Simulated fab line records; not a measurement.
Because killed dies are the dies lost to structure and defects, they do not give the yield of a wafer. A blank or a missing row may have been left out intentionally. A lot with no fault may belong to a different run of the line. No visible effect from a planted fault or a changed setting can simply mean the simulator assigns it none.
Split-lot trial / flow n5-finfet / 21 wafers read from 7 lots, route of 1938 steps

== THE SPLIT ==
At N5_BEOL_M15_CMP_49 (polishes, stops on SiO2, t overpolish 4.9 s, target thk 850 nm), the setting down-force-psi was moved away from the recipe's 2 psi on 10 of the 21 wafers read, by -21.9% to +13.9%. All remaining wafers had this setting at the recipe value.

The reading comes from the split's own step.

== THE READING ==
barrier-field-endpoint-s, in s, at N5_BEOL_M15_CMP_49 (polishes, stops on SiO2, t overpolish 4.9 s, target thk 850 nm). Typical for fault-free wafers on this fab line: 11.54 s, with standard deviation 0.25 s.

wafer=L074.2; tool, chamber at the split=cmp-03, 0; down-force-psi as run, psi=2.278; against the recipe=+13.9%; barrier-field-endpoint-s, s=10.97; against lot-mates on the recipe=-0.64
wafer=L074.4; tool, chamber at the split=cmp-03, 1; down-force-psi as run, psi=2.278; against the recipe=+13.9%; barrier-field-endpoint-s, s=10.34; against lot-mates on the recipe=-1.27
wafer=L074.3; tool, chamber at the split=cmp-03, 2; down-force-psi as run, psi=2; against the recipe=recipe; barrier-field-endpoint-s, s=11.61; against lot-mates on the recipe=-
wafer=L075.4; tool, chamber at the split=cmp-04, 0; down-force-psi as run, psi=2; against the recipe=recipe; barrier-field-endpoint-s, s=11.47; against lot-mates on the recipe=-
wafer=L075.6; tool, chamber at the split=cmp-04, 0; down-force-psi as run, psi=1.738; against the recipe=-13.1%; barrier-field-endpoint-s, s=12.84; against lot-mates on the recipe=+1.37
wafer=L075.5; tool, chamber at the split=cmp-04, 1; down-force-psi as run, psi=1.738; against the recipe=-13.1%; barrier-field-endpoint-s, s=12.97; against lot-mates on the recipe=+1.50
wafer=L078.2; tool, chamber at the split=cmp-04, 1; down-force-psi as run, psi=2; against the recipe=recipe; barrier-field-endpoint-s, s=11.59; against lot-mates on the recipe=-
wafer=L078.1; tool, chamber at the split=cmp-04, 2; down-force-psi as run, psi=2.116; against the recipe=+5.8%; barrier-field-endpoint-s, s=10.77; against lot-mates on the recipe=-0.82
wafer=L078.5; tool, chamber at the split=cmp-04, 3; down-force-psi as run, psi=2.116; against the recipe=+5.8%; barrier-field-endpoint-s, s=10.76; against lot-mates on the recipe=-0.83
wafer=L080.2; tool, chamber at the split=cmp-04, 2; down-force-psi as run, psi=1.594; against the recipe=-20.3%; barrier-field-endpoint-s, s=13.18; against lot-mates on the recipe=+2.75
wafer=L080.5; tool, chamber at the split=cmp-04, 1; down-force-psi as run, psi=2; against the recipe=recipe; barrier-field-endpoint-s, s=10.43; against lot-mates on the recipe=-
wafer=L080.6; tool, chamber at the split=cmp-04, 2; down-force-psi as run, psi=1.594; against the recipe=-20.3%; barrier-field-endpoint-s, s=13.20; against lot-mates on the recipe=+2.77
wafer=L086.2; tool, chamber at the split=cmp-04, 1; down-force-psi as run, psi=2; against the recipe=recipe; barrier-field-endpoint-s, s=11.59; against lot-mates on the recipe=-
wafer=L086.3; tool, chamber at the split=cmp-04, 2; down-force-psi as run, psi=2; against the recipe=recipe; barrier-field-endpoint-s, s=11.45; against lot-mates on the recipe=-
wafer=L086.5; tool, chamber at the split=cmp-04, 0; down-force-psi as run, psi=2; against the recipe=recipe; barrier-field-endpoint-s, s=11.86; against lot-mates on the recipe=-
wafer=L092.1; tool, chamber at the split=cmp-02, 0; down-force-psi as run, psi=1.79; against the recipe=-10.5%; barrier-field-endpoint-s, s=13.92; against lot-mates on the recipe=+1.60
wafer=L092.5; tool, chamber at the split=cmp-02, 0; down-force-psi as run, psi=2; against the recipe=recipe; barrier-field-endpoint-s, s=12.52; against lot-mates on the recipe=-
wafer=L092.6; tool, chamber at the split=cmp-02, 1; down-force-psi as run, psi=2; against the recipe=recipe; barrier-field-endpoint-s, s=12.13; against lot-mates on the recipe=-
wafer=L093.2; tool, chamber at the split=cmp-04, 0; down-force-psi as run, psi=2; against the recipe=recipe; barrier-field-endpoint-s, s=11.44; against lot-mates on the recipe=-
wafer=L093.1; tool, chamber at the split=cmp-04, 1; down-force-psi as run, psi=1.563; against the recipe=-21.9%; barrier-field-endpoint-s, s=14.85; against lot-mates on the recipe=+3.71
wafer=L093.6; tool, chamber at the split=cmp-04, 0; down-force-psi as run, psi=2; against the recipe=recipe; barrier-field-endpoint-s, s=10.84; against lot-mates on the recipe=-

THE FIT
A straight line over all 21 wafers: barrier-field-endpoint-s changes by -0.103 s for each +1% of down-force-psi; r = -0.87; the points scatter about the line by 0.61 s.
The same after taking each lot's own level away (the mean of its wafers on the recipe; 21 wafers): -0.125 s for each +1%; r = -0.96; scatter 0.38 s.
Per that fit: largest down-force-psi move, reading shift of 2.7 s.
Measured against the standard deviation above, the lots' own levels, which go from 10.430 to 12.325 s, span 7.6 times it.
In other words, the slope is changed by the lot-to-lot level; the two fits disagree.
Check: with one of the wafers moved furthest among these (-21.9%) left out of the fit, the line predicts +2.61 s for it against its lot-mates. It came out at +3.71 s against them.
Tool readings at the split's step, against how far the setting was moved: barrier-field-endpoint-s r = -0.87.

== THE OTHER SPLITS THESE WAFERS WENT THROUGH ==
These wafers also went through other splits before the reading. Each is held against what the fit with the lots' levels taken away leaves over:
other split on the same wafers=N5_BEOL_M14_TRENCH_ETCH_34 time-s; wafers away from the commonest value=6; r with barrier-field-endpoint-s (lot level and that fit taken away)=-0.05
other split on the same wafers=N5_BEOL_M14_DEP_53 time-s; wafers away from the commonest value=8; r with barrier-field-endpoint-s (lot level and that fit taken away)=+0.54
other split on the same wafers=N5_BEOL_M15_SPUTTER_44 power-w; wafers away from the commonest value=11; r with barrier-field-endpoint-s (lot level and that fit taken away)=+0.25

== THE FILE'S OWN FIT ==
barrier-field-endpoint-s changes by -0.136 s for each +1% of down-force-psi, r = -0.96.
